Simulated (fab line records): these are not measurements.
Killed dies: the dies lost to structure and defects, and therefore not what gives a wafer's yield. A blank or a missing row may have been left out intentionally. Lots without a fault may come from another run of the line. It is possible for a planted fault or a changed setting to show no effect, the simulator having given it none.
Matching of chambers / flow n5Finfet / rieDiel-04 running N5_BEOL_M8_ETCH_61: 4 sister chambers
The step etches SiARC in CF4, target depth 45.5 nm, time 75.8 s. 8 wafers are shown with their chamber, then 12 later ones without.

WAFERS WITH THEIR CHAMBER
wafer=L084.1; chamber=2; showerheadPlenumPTorr (Torr)=2.10; drypumpMotorCurrentA (A)=6.3
wafer=L084.6; chamber=2; showerheadPlenumPTorr (Torr)=2.10; drypumpMotorCurrentA (A)=6.4
wafer=L087.5; chamber=1; showerheadPlenumPTorr (Torr)=2.18; drypumpMotorCurrentA (A)=6.1
wafer=L087.6; chamber=0; showerheadPlenumPTorr (Torr)=2.20; drypumpMotorCurrentA (A)=6.5
wafer=L089.1; chamber=1; showerheadPlenumPTorr (Torr)=2.18; drypumpMotorCurrentA (A)=6.1
wafer=L088.1; chamber=3; showerheadPlenumPTorr (Torr)=2.05; drypumpMotorCurrentA (A)=6.1
wafer=L088.4; chamber=3; showerheadPlenumPTorr (Torr)=2.05; drypumpMotorCurrentA (A)=6.0
wafer=L088.5; chamber=0; showerheadPlenumPTorr (Torr)=2.19; drypumpMotorCurrentA (A)=6.6

WAFERS WITHOUT THEIR CHAMBER
wafer=L091.1; showerheadPlenumPTorr (Torr)=2.05; drypumpMotorCurrentA (A)=6.0
wafer=L091.4; showerheadPlenumPTorr (Torr)=2.17; drypumpMotorCurrentA (A)=6.1
wafer=L091.5; showerheadPlenumPTorr (Torr)=2.10; drypumpMotorCurrentA (A)=6.4
wafer=L093.1; showerheadPlenumPTorr (Torr)=2.17; drypumpMotorCurrentA (A)=6.1
wafer=L093.4; showerheadPlenumPTorr (Torr)=2.09; drypumpMotorCurrentA (A)=6.4
wafer=L093.6; showerheadPlenumPTorr (Torr)=2.17; drypumpMotorCurrentA (A)=6.1
wafer=L094.1; showerheadPlenumPTorr (Torr)=2.09; drypumpMotorCurrentA (A)=6.4
wafer=L094.2; showerheadPlenumPTorr (Torr)=2.05; drypumpMotorCurrentA (A)=6.1
wafer=L094.6; showerheadPlenumPTorr (Torr)=2.17; drypumpMotorCurrentA (A)=6.1
wafer=L096.1; showerheadPlenumPTorr (Torr)=2.05; drypumpMotorCurrentA (A)=6.1
wafer=L096.4; showerheadPlenumPTorr (Torr)=2.17; drypumpMotorCurrentA (A)=6.1
wafer=L096.6; showerheadPlenumPTorr (Torr)=2.19; drypumpMotorCurrentA (A)=6.5

THE CHAMBER EACH PASSED THROUGH
wafer=L091.1; from the rows above=3; in truth=3
wafer=L091.4; from the rows above=1; in truth=1
wafer=L091.5; from the rows above=2; in truth=2
wafer=L093.1; from the rows above=1; in truth=1
wafer=L093.4; from the rows above=2; in truth=2
wafer=L093.6; from the rows above=1; in truth=1
wafer=L094.1; from the rows above=2; in truth=2
wafer=L094.2; from the rows above=3; in truth=3
wafer=L094.6; from the rows above=1; in truth=1
wafer=L096.1; from the rows above=3; in truth=3
wafer=L096.4; from the rows above=1; in truth=1
wafer=L096.6; from the rows above=0; in truth=0
Correct placement for 12 of the 12. Not placeable from these rows: 0. Placed wrongly: 0.
How it was worked out, from the rows above alone: a wafer's distance from a chamber is the root of the sum, over the readings, of the square of ((its reading less the chamber's mean) divided by the reading's scatter). If the next closest chamber is less than 2 further off than the closest, the wafer can't be placed; otherwise it belongs to the closest. For every chamber, the mean is computed from those of its wafers that are shown. The scatter: the root of (the sum of the squares of (reading less its chamber's mean) over the shown wafers, divided by (wafers less chambers)).
